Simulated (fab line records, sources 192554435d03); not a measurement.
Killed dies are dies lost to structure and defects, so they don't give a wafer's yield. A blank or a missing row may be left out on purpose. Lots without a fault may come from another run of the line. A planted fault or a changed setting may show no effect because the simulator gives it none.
Which tool did it? | flow n5_finfet | 6 lots, 17 wafers sampled, at 1 step of a route of 1938

WHAT THE GAUGES READ, wafer by wafer
N5_BEOL_M14_CD_MEAS_28: target cd 284.4 nm.
lot  | measured     | on        | cd_nm (nm)
L188 | day 12 07:04 | cd_sem-02 | 286.6 284.4 284.4
L189 | day 13 01:27 | cd_sem-01 | 284.6 282.4 283.2
L192 | day 13 20:09 | cd_sem-03 | 282.8 283.9 283.7
L202 | day 15 12:44 | cd_sem-03 | 285.8 285.0 283.8
L203 | day 16 09:43 | cd_sem-02 | 283.8 282.7
L208 | day 17 21:39 | cd_sem-02 | 283.3 284.3 285.0

WHICH TOOL RAN EACH LOT (tool, then ch and the chambers of the sampled wafers, then the start)
The record holds no process step before these readings.

THE ANSWER, worked out from the rows above alone
Rule: what is usual is taken from the lots themselves. Put in order of their means at a reading, lots are off if they are a third of the lots or fewer, leave a main group of 4 or more, and stand apart from it by a gap of 3 or more times the standard deviation of the main group's means; of several such gaps the widest counts. A main group whose means are all the same, to the digits that the tables above print for the reading, isn't used. A lot without any number at a reading at which 4 lots or more have one is off too. The other lots that the step has rows for count as sound.
No lot is off at any reading shown: from this, nothing can be told.

WHAT THE SIMULATOR HAD PUT IN
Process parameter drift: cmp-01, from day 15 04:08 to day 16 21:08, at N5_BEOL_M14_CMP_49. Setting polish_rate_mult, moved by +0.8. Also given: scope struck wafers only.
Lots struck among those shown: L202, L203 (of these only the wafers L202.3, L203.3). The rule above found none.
